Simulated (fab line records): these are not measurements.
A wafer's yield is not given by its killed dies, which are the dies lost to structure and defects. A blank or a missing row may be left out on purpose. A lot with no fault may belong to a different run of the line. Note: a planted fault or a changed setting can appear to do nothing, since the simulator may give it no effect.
What tool caused it?	flow n5Finfet	72 wafers from 24 lots sampled at 6 of the route's 1938 steps

== WHAT THE GAUGES READ, wafer by wafer ==
N5_BEOL_M7_CD_MEAS_28: the cd target is 40 nm.
lot	measured	on	cdNm (nm)
L074	day 8 14:23	cdSem-01	40.13 40.08 40.33
L076	day 9 07:23	cdSem-02	40.20 40.33 39.85
L075	day 9 10:53	cdSem-02	40.38 39.87 40.23
L077	day 9 17:43	cdSem-02	40.14 39.87 40.04
L078	day 9 22:27	cdSem-03	40.44 40.34 40.71
L079	day 10 02:32	cdSem-03	39.65 40.03 40.34
L080	day 10 10:22	cdSem-02	40.05 39.48 40.00
L081	day 10 09:55	cdSem-03	40.17 40.28 39.89
L082	day 10 17:38	cdSem-02	40.43 39.98 40.54
L083	day 11 00:25	cdSem-03	39.84 39.74 40.13
L084	day 11 08:33	cdSem-03	40.31 40.22 39.96
L085	day 11 13:43	cdSem-02	39.94 39.74 40.07
L086	day 11 19:19	cdSem-03	40.08 40.67 40.26
L087	day 12 04:19	cdSem-01	40.30 40.30 40.22
L088	day 12 13:17	cdSem-01	40.21 40.24 40.04
L089	day 12 13:28	cdSem-03	39.90 39.95 39.94
L091	day 12 20:11	cdSem-03	40.00 40.00 39.83
L090	day 12 23:14	cdSem-01	40.44 40.21 39.64
L092	day 13 07:44	cdSem-03	40.10 40.16 40.34
L093	day 13 17:20	cdSem-03	39.67 40.04 40.32
L094	day 14 01:02	cdSem-01	39.80 39.87 40.03
L095	day 14 06:01	cdSem-01	39.41 40.21 39.64
L097	day 14 12:39	cdSem-01	40.06 40.17 39.99
L096	day 14 12:36	cdSem-01	39.84 39.86 40.13

N5_BEOL_M7_INSPECT_58: inspects for defects (darkfield).
lot	measured	on	rawDefectCount
L074	day 8 17:57	defectInspect-01	51 60 38
L076	day 9 10:03	defectInspect-02	47 49 38
L075	day 9 14:06	defectInspect-02	45 51 55
L077	day 9 20:41	defectInspect-01	80 48 61
L078	day 10 03:26	defectInspect-02	53 36 43
L079	day 10 05:56	defectInspect-01	81 59 65
L080	day 10 13:49	defectInspect-02	96 100 91
L081	day 10 13:00	defectInspect-02	46 86 80
L082	day 10 20:34	defectInspect-01	48 45 44
L083	day 11 03:20	defectInspect-02	85 72 77
L084	day 11 12:01	defectInspect-02	76 58 66
L085	day 11 17:37	defectInspect-02	51 50 77
L086	day 11 23:08	defectInspect-02	114 61 90
L087	day 12 07:34	defectInspect-01	69 31 50
L088	day 12 17:43	defectInspect-01	61 72 71
L089	day 12 17:30	defectInspect-02	84 74 63
L091	day 13 01:19	defectInspect-01	54 128 92
L090	day 13 02:47	defectInspect-01	44 70 35
L092	day 13 10:36	defectInspect-01	47 48 74
L093	day 13 20:34	defectInspect-02	53 29 60
L094	day 14 04:15	defectInspect-02	53 67 58
L095	day 14 10:38	defectInspect-01	65 79 76
L097	day 14 17:18	defectInspect-01	66 34 57
L096	day 14 17:15	defectInspect-02	108 117 84

N5_BEOL_M8_THK_MEAS_01.
lot	measured	on	M8_ILD_THK (nm)
L074	day 8 18:34	filmMetro-02	153.9 157.2 157.7
L076	day 9 11:09	filmMetro-01	155.0 153.0 156.7
L075	day 9 15:12	filmMetro-02	153.9 153.8 154.9
L077	day 9 21:18	filmMetro-01	152.4 153.5 155.5
L078	day 10 04:03	filmMetro-01	152.9 156.0 155.0
L079	day 10 06:33	filmMetro-01	153.7 156.3 159.2
L080	day 10 14:25	filmMetro-02	153.6 155.1 157.6
L081	day 10 13:37	filmMetro-01	156.5 155.5 159.0
L082	day 10 21:14	filmMetro-01	149.7 152.0 154.6
L083	day 11 04:26	filmMetro-02	154.5 155.0 158.3
L084	day 11 12:38	filmMetro-01	156.3 157.1 158.6
L085	day 11 18:14	filmMetro-02	153.6 155.3 157.7
L086	day 11 23:45	filmMetro-02	152.1 153.1 154.0
L087	day 12 08:10	filmMetro-02	155.0 158.4 157.2
L088	day 12 18:20	filmMetro-02	155.5 153.8 157.3
L089	day 12 18:07	filmMetro-02	154.3 157.6 154.0
L091	day 13 01:56	filmMetro-01	156.0 153.1 157.0
L090	day 13 03:24	filmMetro-02	156.5 157.1 153.6
L092	day 13 11:13	filmMetro-02	156.3 156.5 154.8
L093	day 13 21:11	filmMetro-01	152.7 156.2 157.9
L094	day 14 04:55	filmMetro-01	152.7 156.9 153.9
L095	day 14 11:15	filmMetro-01	153.4 152.5 157.5
L097	day 14 17:55	filmMetro-01	153.6 154.2 159.2
L096	day 14 17:52	filmMetro-01	153.5 157.9 156.2

== TOOL THAT RAN EACH LOT (tool first, then ch and the chambers of the sampled wafers, then the start) ==
lot	N5_BEOL_M6_STRIP_80	N5_BEOL_M7_ETCH_62	N5_BEOL_M7_ETCH_65
L074	rieDiel-01 ch 0,1,2, day 8 11:59 or earlier	rieDiel-05 ch 0,1,2, day 8 11:59	rieDiel-02 ch 0,2,3, day 8 14:36
L076	rieDiel-03 ch 0,2, day 9 05:23 or earlier	rieDiel-05 ch 1,2,3, day 9 05:23	rieDiel-02 ch 0,1,2, day 9 07:34
L075	rieDiel-01 ch 0,2,3, day 9 08:59 or earlier	rieDiel-06 ch 0,1,3, day 9 08:59	rieDiel-02 ch 1,2,3, day 9 11:03
L077	rieDiel-03 ch 0,1,2, day 9 15:49 or earlier	rieDiel-02 ch 0,1,3, day 9 15:49	rieDiel-02 ch 0,2, day 9 17:53
L078	rieDiel-01 ch 1,2,3, day 9 21:01 or earlier	rieDiel-05 ch 2,3, day 9 21:01	rieDiel-06 ch 0,2,3, day 9 22:46
L079	rieDiel-03 ch 0,2,3, day 9 23:49 or earlier	rieDiel-06 ch 1,2,3, day 9 23:49	rieDiel-06 ch 0,1,2, day 10 02:46
L080	rieDiel-01 ch 1,2,3, day 10 08:02 or earlier	rieDiel-02 ch 0,2,3, day 10 08:02	rieDiel-06 ch 0,2,3, day 10 10:32
L081	rieDiel-01 ch 1,2,3, day 10 08:18 or earlier	rieDiel-02 ch 1,2,3, day 10 08:18	rieDiel-06 ch 0,1, day 10 10:05
L082	rieDiel-03 ch 0,3, day 10 15:39 or earlier	rieDiel-05 ch 2,3, day 10 15:39	rieDiel-06 ch 0,1, day 10 17:49
L083	rieDiel-03 ch 1,2, day 10 23:03 or earlier	rieDiel-05 ch 0,2, day 10 23:03	rieDiel-05 ch 0,1,3, day 11 00:35
L084	rieDiel-03 ch 0,2,3, day 11 07:44 or earlier	rieDiel-02 ch 1,2,3, day 11 07:44	rieDiel-06 ch 2,3, day 11 08:43
L085	rieDiel-01 ch 0,1, day 11 11:29 or earlier	rieDiel-02 ch 0,2, day 11 11:29	rieDiel-05 ch 0,3, day 11 13:54
L086	rieDiel-01 ch 1,2,3, day 11 17:34 or earlier	rieDiel-06 ch 0,2, day 11 17:34	rieDiel-05 ch 1,2,3, day 11 19:38
L087	rieDiel-03 ch 0,2,3, day 12 02:59 or earlier	rieDiel-02 ch 1,2, day 12 02:59	rieDiel-05 ch 0,1,3, day 12 04:30
L088	rieDiel-01 ch 0,1, day 12 10:26 or earlier	rieDiel-06 ch 1,2, day 12 10:26	rieDiel-02 ch 0,2, day 12 13:49
L089	rieDiel-04 ch 0,1, day 12 10:36 or earlier	rieDiel-05 ch 1,2,3, day 12 10:36	rieDiel-06 ch 0,1,2, day 12 13:50
L091	rieDiel-03 ch 0,2,3, day 12 18:36 or earlier	rieDiel-02 ch 0,1,3, day 12 18:36	rieDiel-02 ch 1,2,3, day 12 20:24
L090	rieDiel-01 ch 0,2,3, day 12 21:12 or earlier	rieDiel-02 ch 0,1, day 12 21:12	rieDiel-02 ch 0,1, day 12 23:24
L092	rieDiel-04 ch 0,2,3, day 13 06:04 or earlier	rieDiel-05 ch 0,3, day 13 06:04	rieDiel-05 ch 0,3, day 13 07:55
L093	rieDiel-03 ch 0,1, day 13 16:37 or earlier	rieDiel-06 ch 1,2,3, day 13 16:37	rieDiel-05 ch 0,1, day 13 17:36
L094	rieDiel-04 ch 0,3, day 13 21:32 or earlier	rieDiel-06 ch 0,3, day 13 21:32	rieDiel-05 ch 0,1,3, day 14 01:13
L095	rieDiel-04 ch 0,1,2, day 14 05:20 or earlier	rieDiel-02 ch 1,2,3, day 14 05:20	rieDiel-06 ch 1,2,3, day 14 06:19
L097	rieDiel-01 ch 2,3, day 14 10:52 or earlier	rieDiel-05 ch 0,2,3, day 14 10:52	rieDiel-05 ch 0,1,3, day 14 13:11
L096	rieDiel-01 ch 2,3, day 14 11:13 or earlier	rieDiel-06 ch 0,3, day 14 11:13	rieDiel-02 ch 0,3, day 14 13:10
- N5_BEOL_M6_STRIP_80: strips in N2/H2, time 10 s.
- N5_BEOL_M7_ETCH_62: etches SOC in N2/H2, target depth 110 nm, overetch 22 nm, time 165 s.
- N5_BEOL_M7_ETCH_65: etches SiARC in CF4, target depth 15.6 nm, time 26 s.

== AS READ BY THE TOOLS THEMSELVES (means over the sampled wafers that have a number; for cases with no such wafer, the mark the record gives instead) ==
N5_BEOL_M6_STRIP_80.
lot	tool	drypumpMotorCurrentA (A)	oesProductAu (a.u.)	rfVppV (V)	showerheadPlenumPTorr (Torr)	throttleValvePct (%)
L074	rieDiel-01	5.8	0.83	59.6	2.58	23.8
L076	rieDiel-03	6.1	0.75	58.1	2.50	23.6
L075	rieDiel-01	5.7	0.83	59.2	2.66	23.9
L077	rieDiel-03	5.8	0.78	59.8	2.58	23.4
L078	rieDiel-01	5.5	0.78	58.8	2.60	24.0
L079	rieDiel-03	6.0	0.72	59.0	2.55	23.8
L080	rieDiel-01	5.5	0.78	59.3	2.60	24.0
L081	rieDiel-01	5.5	0.78	58.5	2.60	24.0
L082	rieDiel-03	5.9	0.68	60.1	2.61	24.1
L083	rieDiel-03	5.7	0.79	59.4	2.49	23.2
L084	rieDiel-03	6.0	0.70	59.4	2.54	23.9
L085	rieDiel-01	6.2	0.76	58.9	2.52	23.7
L086	rieDiel-01	5.5	0.77	59.3	2.59	24.0
L087	rieDiel-03	6.0	0.69	59.3	2.54	23.9
L088	rieDiel-01	6.0	0.71	57.8	2.46	23.8
L089	rieDiel-04	5.8	0.88	59.5	2.55	23.7
L091	rieDiel-03	5.9	0.69	59.2	2.54	23.9
L090	rieDiel-01	5.7	0.79	59.4	2.64	23.9
L092	rieDiel-04	5.2	0.79	60.0	2.59	23.7
L093	rieDiel-03	5.9	0.72	59.4	2.63	23.8
L094	rieDiel-04	5.2	0.74	58.1	2.52	23.9
L095	rieDiel-04	5.5	0.83	59.9	2.60	23.6
L097	rieDiel-01	5.3	0.80	59.0	2.68	24.1
L096	rieDiel-01	5.3	0.80	59.9	2.68	24.1

N5_BEOL_M7_ETCH_62.
lot	tool	drypumpMotorCurrentA (A)	oesProductAu (a.u.)	rfVppV (V)	showerheadPlenumPTorr (Torr)	throttleValvePct (%)
L074	rieDiel-05	5.7	0.73	525.9	2.63	17.83
L076	rieDiel-05	5.4	0.73	526.1	2.64	17.89
L075	rieDiel-06	5.4	0.68	522.1	2.47	17.57
L077	rieDiel-02	5.5	0.64	523.7	2.53	17.73
L078	rieDiel-05	5.2	0.72	525.3	2.64	17.85
L079	rieDiel-06	5.3	0.64	523.0	2.50	17.65
L080	rieDiel-02	5.5	0.62	524.7	2.56	17.89
L081	rieDiel-02	5.8	0.63	523.5	2.53	17.82
L082	rieDiel-05	5.1	0.70	526.5	2.66	17.80
L083	rieDiel-05	5.4	0.69	527.1	2.65	17.74
L084	rieDiel-02	5.8	0.63	522.1	2.52	17.83
L085	rieDiel-02	5.6	0.61	522.4	2.50	17.86
L086	rieDiel-06	5.6	0.73	525.2	2.61	17.61
L087	rieDiel-02	6.0	0.62	520.6	2.44	17.65
L088	rieDiel-06	4.9	0.76	524.2	2.54	17.48
L089	rieDiel-05	5.4	0.70	526.4	2.63	17.95
L091	rieDiel-02	5.5	0.62	523.4	2.52	17.76
L090	rieDiel-02	5.7	0.63	521.6	2.44	17.57
L092	rieDiel-05	5.8	0.68	524.1	2.58	17.83
L093	rieDiel-06	5.3	0.69	522.5	2.49	17.52
L094	rieDiel-06	5.8	0.70	522.9	2.49	17.54
L095	rieDiel-02	5.8	0.61	523.1	2.52	17.86
L097	rieDiel-05	5.4	0.68	524.9	2.61	17.85
L096	rieDiel-06	5.8	0.70	522.3	2.49	17.54

N5_BEOL_M7_ETCH_65.
lot	tool	cf4FlowSccm (sccm)	drypumpMotorCurrentA (A)	etchRfOnTimeS (s)	oesProductAu (a.u.)	rfVppV (V)	showerheadPlenumPTorr (Torr)	throttleValvePct (%)
L074	rieDiel-02	99.89	5.5	26.6	0.62	184.0	2.15	15.61
L076	rieDiel-02	99.55	5.6	26.1	0.63	183.6	2.10	15.56
L075	rieDiel-02	100.04	5.8	26.0	0.63	183.9	2.12	15.55
L077	rieDiel-02	100.09	5.3	26.5	0.62	183.5	2.12	15.63
L078	rieDiel-06	99.90	5.6	24.8	0.73	184.3	2.14	15.40
L079	rieDiel-06	100.11	5.3	25.8	0.68	184.7	2.18	15.56
L080	rieDiel-06	99.88	5.7	25.3	0.72	184.2	2.14	15.42
L081	rieDiel-06	100.19	5.3	26.2	0.71	185.1	2.16	15.52
L082	rieDiel-06	100.08	5.0	26.5	0.64	184.0	2.14	15.67
L083	rieDiel-05	99.91	5.7	26.7	0.70	183.6	2.16	15.50
L084	rieDiel-06	100.10	5.6	24.5	0.69	184.3	2.15	15.47
L085	rieDiel-05	100.08	5.5	27.1	0.69	185.2	2.16	15.45
L086	rieDiel-05	99.84	5.4	26.6	0.70	184.6	2.19	15.47
L087	rieDiel-05	99.81	5.7	26.4	0.70	184.2	2.16	15.51
L088	rieDiel-02	100.02	5.6	26.6	0.60	183.9	2.10	15.68
L089	rieDiel-06	99.88	5.3	25.7	0.75	183.9	2.17	15.41
L091	rieDiel-02	100.07	5.8	26.3	0.62	183.4	2.12	15.58
L090	rieDiel-02	100.08	5.7	25.6	0.63	184.0	2.08	15.53
L092	rieDiel-05	99.83	5.5	27.0	0.68	184.2	2.15	15.47
L093	rieDiel-05	100.16	6.0	26.0	0.69	184.9	2.15	15.55
L094	rieDiel-05	99.93	5.7	26.4	0.69	184.5	2.16	15.53
L095	rieDiel-06	99.96	5.3	25.0	0.70	183.5	2.11	15.44
L097	rieDiel-05	99.96	5.7	26.4	0.68	184.3	2.15	15.54
L096	rieDiel-02	99.81	5.2	26.0	0.60	184.3	2.15	15.68

== THE ANSWER, worked out from the rows above alone ==
Rule: the usual values come from the lots themselves. Put in order of their means at a reading, lots are off if they are a third of the lots or fewer, leave a main group of 4 or more, and stand apart from it by a gap of 3 or more times the standard deviation of the main group's means; of several such gaps the widest counts. A main group whose means are all the same, to the digits that the tables above print for the reading, isn't used. A lot without any number at a reading at which 4 lots or more have one is off too. Any other lot the step has rows for is counted as sound. After the gauges, taken in route order, come the tools' own readings; for these a lot's mean is taken, as printed above. At the first step where some lot is off, the reading lying furthest off is the one used; lots without a number count as furthest.
Nothing can be told from this: no lot is off at any reading shown.

== WHAT THE SIMULATOR HAD INSERTED ==
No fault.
